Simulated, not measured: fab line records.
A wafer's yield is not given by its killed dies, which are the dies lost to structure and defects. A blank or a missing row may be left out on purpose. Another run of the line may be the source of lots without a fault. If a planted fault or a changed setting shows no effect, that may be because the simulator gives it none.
What tool caused it? | flow nand-harc | 11 lots (33 wafers sampled), 1 step of a 1302-step route

== WHAT EACH GAUGE READ, for each wafer ==
NHARC_A_CHANNEL_HOLE_D1_OVL_MEAS_11.
lot  | measured     | on         | overlay-x-nm (nm) | overlay-y-nm (nm)
L483 | day 9 19:02  | overlay-01 | 0.8 0.4 0.9       | 0.4 -0.5 0.0
L482 | day 9 20:16  | overlay-02 | -0.8 -0.8 -1.2    | -0.4 -0.5 -0.7
L484 | day 10 06:02 | overlay-01 | -0.2 -0.4 0.1     | 0.1 0.3 0.7
L485 | day 10 16:17 | overlay-01 | 0.3 0.4 0.4       | 1.3 1.3 1.3
L488 | day 12 01:51 | overlay-01 | 0.0 0.1 -0.5      | -0.4 0.0 -0.5
L493 | day 14 13:02 | overlay-01 | 0.2 -0.2 -0.2     | 0.1 0.1 -0.4
L496 | day 15 07:55 | overlay-02 | -1.4 -0.8 -0.9    | -0.5 0.0 -0.3
L497 | day 15 13:04 | overlay-02 | 0.1 0.5 -0.7      | -0.4 -0.5 -0.8
L498 | day 15 23:37 | overlay-02 | 0.5 0.0 0.1       | -0.1 -0.2 0.4
L500 | day 16 12:24 | overlay-01 | 0.0 -0.1 -0.2     | 0.6 -0.3 0.1
L499 | day 16 15:50 | overlay-01 | -0.6 -0.4 -0.9    | -1.3 -0.7 -0.8

== EACH LOT AND THE TOOL THAT RAN IT (in order: tool; ch and the chambers of the sampled wafers; start) ==
There is no process step in the record ahead of these readings.

== WHAT THE TOOLS THEMSELVES READ (means of the sampled wafers that have a number; where no wafer has one, the mark that the record gives instead) ==
The record holds no such reading with a usual standard deviation.

== THE ANSWER, worked out from the rows above alone ==
Rule: the lots themselves supply what counts as usual. Put in order of their means at a reading, lots are off if they are a third of the lots or fewer, leave a main group of 4 or more, and stand apart from it by a gap of 3 or more times the standard deviation of the main group's means; of several such gaps the widest counts. Not used: any main group whose means are identical at the precision the tables above print for the reading. Also off: a lot with no number at a reading for which 4 or more lots have one. Any other lot the step has rows for is counted as sound. The gauges are gone through in route order, then the tools' own readings, and for those a lot's mean is taken as printed above. The first step at which some lot is off is used, and at that step the reading that is off furthest; a lot without a number counts as furthest.
No lot is off on any of the readings shown, so nothing can be concluded from this.

== WHAT HAD BEEN PUT IN BY THE SIMULATOR ==
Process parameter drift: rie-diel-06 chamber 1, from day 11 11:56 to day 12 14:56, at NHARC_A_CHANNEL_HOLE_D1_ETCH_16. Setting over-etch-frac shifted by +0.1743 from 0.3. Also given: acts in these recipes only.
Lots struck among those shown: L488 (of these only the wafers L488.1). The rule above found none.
